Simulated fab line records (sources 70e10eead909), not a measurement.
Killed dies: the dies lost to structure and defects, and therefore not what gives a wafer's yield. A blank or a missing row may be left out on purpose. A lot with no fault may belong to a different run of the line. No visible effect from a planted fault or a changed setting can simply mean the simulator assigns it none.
A single fault, viewed from 2 desks	flow nand-harc	each desk has only its own numbers; what lay behind them comes last

## FROM THE METROLOGY DESK
What the gauges read, lot by lot, whatever tool the lot ran on: means of the sampled wafers that have a number. The brackets show how far a lot's mean lies from the usual mean; more than 4 standard deviations puts the lot out of limits, marked OUT.
Columns: A = thk-nm at NHARC_P_M0_THK_MEAS_24, usual 117.4 nm
lot	first seen here	A
L133	day 7 00:19	118.3
L132	day 7 00:48	116.3
L136	day 8 10:21	116.6
L137	day 8 20:55	116.3
L138	day 9 01:41	117.8
L141	day 10 16:22	116.6
L142	day 10 17:22	116.9
L146	day 12 09:09	114.9
L147	day 13 02:18	113.1
L149	day 13 15:52	113.8
L150	day 13 23:16	116.3
L151	day 14 22:28	117.4
L152	day 15 07:34	118.0
Result from this desk: across the 13 lots, nothing is out of limits.

## TOOL OWNER'S DESK, cmp-03
The tool's own readings at NHARC_P_M0_CMP_23 (polishes, t overpolish 20 s, target thk 117.54 nm): means of the sampled wafers that have a number, for each lot that ran on this tool. The brackets show how far a lot's mean lies from the usual mean; more than 4 standard deviations puts the lot out of limits, marked OUT.
Columns: A = motor-current-A at NHARC_P_M0_CMP_23, usual 12.3 A; B = time-to-endpoint-s at NHARC_P_M0_CMP_23, usual 28.0 s
lot	first seen here	A	B
L133	day 6 23:59	12.7	29.7
L141	day 10 16:03	11.4	29.7
L142	day 10 17:03	12.7	30.2
L146	day 12 08:50	13.4	22.2
L147	day 13 02:06	12.5	22.0
L149	day 13 15:33	11.5	20.1
Result from this desk: across the 6 lots, nothing is out of limits.

## TAKEN TOGETHER
The metrology desk saw nothing out of limits.
The tool owner's desk saw nothing out of limits.

## WHAT THE SIMULATOR HAD PUT IN
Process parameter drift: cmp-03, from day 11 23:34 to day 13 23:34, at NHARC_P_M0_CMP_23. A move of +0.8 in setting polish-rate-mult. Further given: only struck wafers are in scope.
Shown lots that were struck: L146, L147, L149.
